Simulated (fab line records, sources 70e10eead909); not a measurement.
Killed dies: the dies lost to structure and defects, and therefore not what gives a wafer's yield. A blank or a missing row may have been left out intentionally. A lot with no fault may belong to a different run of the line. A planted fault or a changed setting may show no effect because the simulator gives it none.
Which tool did it? ; flow nandHarc ; 36 wafers from 12 lots sampled at 5 of the route's 1159 steps

## WHAT THE GAUGES READ, wafer by wafer
NHARC_A_M0_INSPECT_11.
lot;measured;on;rawDefectCount
L402;day 17 06:29;defectInspect-02;26 21 22
L403;day 17 12:17;defectInspect-02;15 23 23
L405;day 17 18:17;defectInspect-02;19 23 22
L404;day 18 06:14;defectInspect-01;28 27 30
L406;day 18 13:11;defectInspect-01;27 37 33
L408;day 18 19:02;defectInspect-01;10 12 18
L409;day 19 21:05;defectInspect-02;20 20 25
L417;day 21 05:13;defectInspect-01;17 19 28
L418;day 21 09:49;defectInspect-02;43 40 53
L422;day 22 04:58;defectInspect-02;57 54 62
L424;day 22 12:20;defectInspect-02;36 48 41
L425;day 23 06:02;defectInspect-02;18 16 20

NHARC_END_SORT_01.
lot;measured;on;defectLimitedYield (%);killedAtArray;killedAtOther;killedAtPeriphery;killedDies;killedOpen;killedShort;sort_bin_2_pct (%);sort_bin_3_pct (%);sort_bin_4_pct (%);sortNPass;sortRimYieldPct (%);sortYieldPct (%)
L402;day 19 11:30;prober-01;95.6 95.7 96.9;26 24 17;1 2 1;3 3 3;30 29 21;2 2 3;3 2 2;1.6 1.5 0.6;0.59 0 0.30;2.2 2.8 2.2;647 648 656;92.5 100.0 90.6;95.6 95.7 96.9
L403;day 19 10:45;prober-02;97.5 96.3 96.3;14 23 19;0 0 1;3 2 5;17 25 25;4 6 3;2 1 1;1.2 1.2 1.3;0.30 0 0.15;1.0 2.5 2.2;660 652 652;98.1 97.2 95.3;97.5 96.3 96.3
L405;day 19 18:31;prober-02;96.2 95.7 95.3;19 24 17;1 1 3;6 4 12;26 29 32;4 3 1;0 1 1;1.3 1.5 1.5;0.30 0.30 0.30;2.2 2.5 3.0;651 648 645;97.2 98.1 95.3;96.2 95.7 95.3
L404;day 19 22:14;prober-01;96.3 94.7 95.0;21 31 31;0 0 0;4 5 3;25 36 34;2 1 1;1 3 1;1.2 1.3 2.1;0.44 0.74 0.15;2.1 3.2 2.8;652 641 643;96.2 93.4 96.2;96.3 94.7 95.0
L406;day 20 05:11;prober-01;95.4 93.6 95.0;28 38 32;0 0 0;3 5 2;31 43 34;6 3 2;3 5 2;0.9 1.5 1.2;0.30 0.44 0.15;3.4 4.4 3.7;646 634 643;89.6 97.2 97.2;95.4 93.6 95.0
L408;day 20 11:42;prober-02;98.8 97.8 97.2;7 14 19;0 0 0;1 1 0;8 15 19;1 4 3;0 0 1;0.1 0.6 0.9;0 0 0.15;1.0 1.6 1.8;669 662 658;100.0 97.2 99.1;98.8 97.8 97.2
L409;day 21 21:22;prober-02;96.9 96.9 96.2;20 19 23;0 1 2;1 1 1;21 21 26;1 3 4;1 3 0;1.3 0.7 1.0;0 0.59 0.30;1.8 1.8 2.5;656 656 651;100.0 96.2 97.2;96.9 96.9 96.2
L417;day 23 00:20;prober-02;96.2 96.3 94.7;17 21 29;0 0 0;9 4 7;26 25 36;5 3 4;1 2 3;0.9 1.8 1.6;0 0 0.15;3.0 1.9 3.5;651 652 641;96.2 98.1 95.3;96.2 96.3 94.7
L418;day 23 04:49;prober-01;96.0 94.8 93.9;25 33 36;2 2 2;0 0 3;27 35 41;0 1 4;0 1 4;0.6 1.3 1.8;0.15 0.30 0.74;3.2 3.5 3.5;650 642 636;94.3 100.0 93.4;96.0 94.8 93.9
L422;day 23 22:32;prober-02;92.2 94.2 92.6;51 36 47;0 0 0;2 3 3;53 39 50;5 1 4;3 1 1;3.0 1.5 2.2;0.44 0.30 0.44;4.4 4.0 4.7;624 638 627;95.3 94.3 97.2;92.2 94.2 92.6
L424;day 24 07:07;prober-02;94.5 94.2 93.9;35 36 36;0 0 0;2 3 5;37 39 41;2 4 4;2 0 3;1.6 1.0 1.2;0.44 0.44 0.44;3.4 4.3 4.4;640 638 636;94.3 94.3 96.2;94.5 94.2 93.9
L425;day 24 22:37;prober-01;96.8 97.0 97.0;20 19 19;0 0 0;2 1 1;22 20 20;2 1 2;1 1 2;0.7 0.4 1.0;0.15 0 0.30;2.4 2.5 1.6;655 657 657;99.1 99.1 99.1;96.8 97.0 97.0

## EACH LOT AND THE TOOL THAT RAN IT (in order: tool; ch and the chambers of the sampled wafers; start)
lot;NHARC_A_BLC_ETCH_17;NHARC_A_BLC_STRIP_29;NHARC_A_M0_SOFTBAKE_04
L402;rieDiel-10 ch 0,1,3, day 16 20:55 or earlier;rieDiel-10 ch 1,2, day 16 20:55;lithoTrack-04 ch 0, day 17 06:00
L403;rieDiel-04 ch 0,2,3, day 17 09:04 or earlier;rieDiel-10 ch 0,1,3, day 17 09:04;lithoTrack-01 ch 0, day 17 11:00
L405;rieDiel-04 ch 0,1,3, day 17 12:30 or earlier;rieDiel-12 ch 1,2,3, day 17 12:30;lithoTrack-06 ch 0, day 17 17:00
L404;rieDiel-12 ch 0,1,3, day 18 00:22 or earlier;rieDiel-04 ch 0,2,3, day 18 00:22;lithoTrack-06 ch 0, day 18 05:00
L406;rieDiel-12 ch 1,3, day 18 06:46 or earlier;rieDiel-04 ch 0,2, day 18 06:46;lithoTrack-06 ch 0, day 18 12:00
L408;rieDiel-10 ch 0,1,2, day 18 07:43 or earlier;rieDiel-10 ch 0,1,3, day 18 07:43;lithoTrack-04 ch 0, day 18 18:00
L409;rieDiel-10 ch 0,1,3, day 19 11:41 or earlier;rieDiel-10 ch 1,2,3, day 19 11:41;lithoTrack-01 ch 0, day 19 20:00
L417;rieDiel-04 ch 2,3, day 20 23:13 or earlier;rieDiel-12 ch 0,1, day 20 23:13;lithoTrack-06 ch 0, day 21 04:00
L418;rieDiel-10 ch 0,2,3, day 21 00:05 or earlier;rieDiel-04 ch 1,2,3, day 21 00:05;lithoTrack-06 ch 0, day 21 09:00
L422;rieDiel-04 ch 0,2, day 22 02:02 or earlier;rieDiel-10 ch 0,3, day 22 02:02;lithoTrack-01 ch 0, day 22 04:00
L424;rieDiel-10 ch 1,2, day 22 08:50 or earlier;rieDiel-10 ch 0,1, day 22 08:50;lithoTrack-01 ch 0, day 22 11:00
L425;rieDiel-04 ch 1,2,3, day 23 03:12 or earlier;rieDiel-12 ch 1,2, day 23 03:12;lithoTrack-01 ch 0, day 23 05:00
- NHARC_A_BLC_ETCH_17: etches the open film in N2/H2, target depth 390 nm, time 609.38 s.
- NHARC_A_BLC_STRIP_29: strips in CF4.
- NHARC_A_M0_SOFTBAKE_04: time 55 s.

## WHAT THE TOOLS THEMSELVES READ (means of the sampled wafers that have a number; where no wafer has one, the mark that the record gives instead)
NHARC_A_BLC_ETCH_17.
lot;tool;drypumpMotorCurrentA (A);oesProductAu (a.u.);rfVppV (V);showerheadPlenumPTorr (Torr);throttleValvePct (%)
L402;rieDiel-10;5.8;0.994;427.5;1.96;14.174
L403;rieDiel-04;5.8;1.007;428.4;1.96;14.175
L405;rieDiel-04;5.9;1.005;427.2;1.95;14.172
L404;rieDiel-12;6.0;1.006;429.1;2.01;14.171
L406;rieDiel-12;6.1;0.998;429.0;1.98;14.171
L408;rieDiel-10;6.0;0.998;429.3;2.00;14.165
L409;rieDiel-10;5.8;1.002;427.7;1.96;14.164
L417;rieDiel-04;6.1;1.003;429.2;2.02;14.167
L418;rieDiel-10;6.0;1.006;429.5;2.00;14.171
L422;rieDiel-04;6.0;0.992;430.9;2.03;14.174
L424;rieDiel-10;6.0;1.007;429.7;2.03;14.168
L425;rieDiel-04;6.2;1.006;429.7;2.01;14.176

NHARC_A_BLC_STRIP_29.
lot;tool;drypumpMotorCurrentA (A);oesProductAu (a.u.);rfVppV (V);showerheadPlenumPTorr (Torr);throttleValvePct (%)
L402;rieDiel-10;5.9;0.997;59.4;1.76;13.282
L403;rieDiel-10;5.8;1.002;59.3;1.70;13.279
L405;rieDiel-12;6.2;0.994;59.6;1.77;13.290
L404;rieDiel-04;5.8;1.006;59.2;1.71;13.290
L406;rieDiel-04;6.0;1.012;59.6;1.76;13.285
L408;rieDiel-10;5.8;0.995;58.7;1.70;13.286
L409;rieDiel-10;5.9;0.994;59.0;1.76;13.289
L417;rieDiel-12;5.8;0.992;59.1;1.68;13.282
L418;rieDiel-04;6.2;0.988;58.7;1.74;13.282
L422;rieDiel-10;5.8;1.004;59.1;1.68;13.291
L424;rieDiel-10;5.7;1.001;59.6;1.70;13.289
L425;rieDiel-12;6.2;0.990;59.3;1.75;13.282

NHARC_A_M0_SOFTBAKE_04.
lot;tool;heaterPowerTotalW (W)
L402;lithoTrack-04;188.42
L403;lithoTrack-01;188.48
L405;lithoTrack-06;188.42
L404;lithoTrack-06;188.49
L406;lithoTrack-06;188.43
L408;lithoTrack-04;188.34
L409;lithoTrack-01;188.56
L417;lithoTrack-06;233.23
L418;lithoTrack-06;233.19
L422;lithoTrack-01;188.49
L424;lithoTrack-01;188.40
L425;lithoTrack-01;188.63

## THE ANSWER, worked out from the rows above alone
Rule: the usual values come from the lots themselves. The widest of any qualifying gaps counts: lots, ordered by their means at a reading, are off when they make up no more than a third of the lots, leave a main group of 4 or more, and stand apart from it by 3 or more times the standard deviation of that group's means. A main group is skipped when, at the precision printed for the reading in the tables above, its means are all equal. Also off: a lot with no number at a reading for which 4 or more lots have one. Any other lot the step has rows for is counted as sound. First the gauges in route order, then the tools' own readings, where a lot's mean is used as printed above. The first step at which some lot is off is used, and at that step the reading that is off furthest; a lot without a number counts as furthest.
Off: L417, L418 (NHARC_A_M0_SOFTBAKE_04, heaterPowerTotalW). Main group: mean 188.47 W, sd 0.079.
A tool fits if, at that step or a process step before it, it ran every lot that is off, and no sound lot after the first of them. NHARC_A_BLC_ETCH_17 gives no start for some lots, so the hours and the order of its lots are those of NHARC_A_BLC_STRIP_29. One fits: lithoTrack-06 at NHARC_A_M0_SOFTBAKE_04. A fault onset in the window from L406 (day 18 12:00, its last sound lot) to L417 (day 21 04:00, its first lot off) fits.
The tool's own readings at NHARC_A_M0_SOFTBAKE_04 bear it out: on the lots that are off they differ by more than 5 times the standard deviation of the sound lots' means. heaterPowerTotalW reads 233.21 W there against 188.47 W on the sound lots.

## WHAT HAD BEEN PUT IN BY THE SIMULATOR
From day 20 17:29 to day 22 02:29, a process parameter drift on lithoTrack-06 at NHARC_A_M0_SOFTBAKE_04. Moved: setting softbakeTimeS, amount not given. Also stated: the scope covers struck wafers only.
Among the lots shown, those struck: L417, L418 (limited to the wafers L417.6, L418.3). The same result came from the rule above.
